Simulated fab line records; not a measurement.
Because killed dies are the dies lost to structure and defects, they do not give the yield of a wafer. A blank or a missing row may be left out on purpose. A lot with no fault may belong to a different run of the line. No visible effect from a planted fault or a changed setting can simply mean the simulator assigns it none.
Matching of chambers -- flow n5 finfet -- cmp-03 running N5_HKMG_FIN_CMP_23: 4 sister chambers
The step polishes, stops on SiNx, t overpolish 10 s, target thk 46.326 nm. 8 wafers are shown with their chamber, then 12 later ones without.

## EACH WAFER AND ITS CHAMBER
wafer,chamber,motor current A (A),time to endpoint s (s)
L080.1,2,11.9,16.1
L080.4,1,12.0,15.4
L081.4,2,11.6,14.1
L082.2,1,12.5,15.3
L082.6,3,13.2,12.6
L084.4,0,12.2,14.2
L084.5,3,13.1,12.7
L084.6,0,12.3,14.4

## WAFERS WITH NO CHAMBER GIVEN
wafer,motor current A (A),time to endpoint s (s)
L088.1,12.1,10.3
L088.4,12.7,11.4
L088.5,14.0,10.4
L091.3,12.3,10.5
L091.4,13.2,9.2
L091.5,12.4,9.5
L091.1,12.8,10.1
L091.2,12.4,10.7
L091.6,12.5,10.3
L095.1,12.1,13.9
L095.4,12.7,16.6
L095.5,12.1,15.0

## THE CHAMBER EACH PASSED THROUGH
wafer,from the rows above,in truth
L088.1,can't be placed: 0 or 3 or 2 or 1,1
L088.4,can't be placed: 3 or 0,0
L088.5,3,3
L091.3,can't be placed: 3 or 0 or 1 or 2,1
L091.4,3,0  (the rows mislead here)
L091.5,can't be placed: 3 or 0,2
L091.1,3,3
L091.2,can't be placed: 3 or 0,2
L091.6,can't be placed: 3 or 0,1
L095.1,can't be placed: 0 or 1 or 2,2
L095.4,can't be placed: 1 or 0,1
L095.5,can't be placed: 1 or 0 or 2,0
Correctly placed: 2 of 12. Can't be placed from these rows: 9 (the true chamber is among the candidates in 6). 1 placed wrongly.
How it was worked out, from the rows above alone: a wafer's distance from a chamber is the root of the sum, over the readings, of the square of ((its reading less the chamber's mean) divided by the reading's scatter). If the next closest chamber is less than 2 further off than the closest, the wafer can't be placed; otherwise it belongs to the closest. For every chamber, the mean is computed from those of its wafers that are shown. The scatter is the square root of a quotient: the sum, over the shown wafers, of each reading's squared deviation from its chamber's mean, divided by wafers minus chambers.
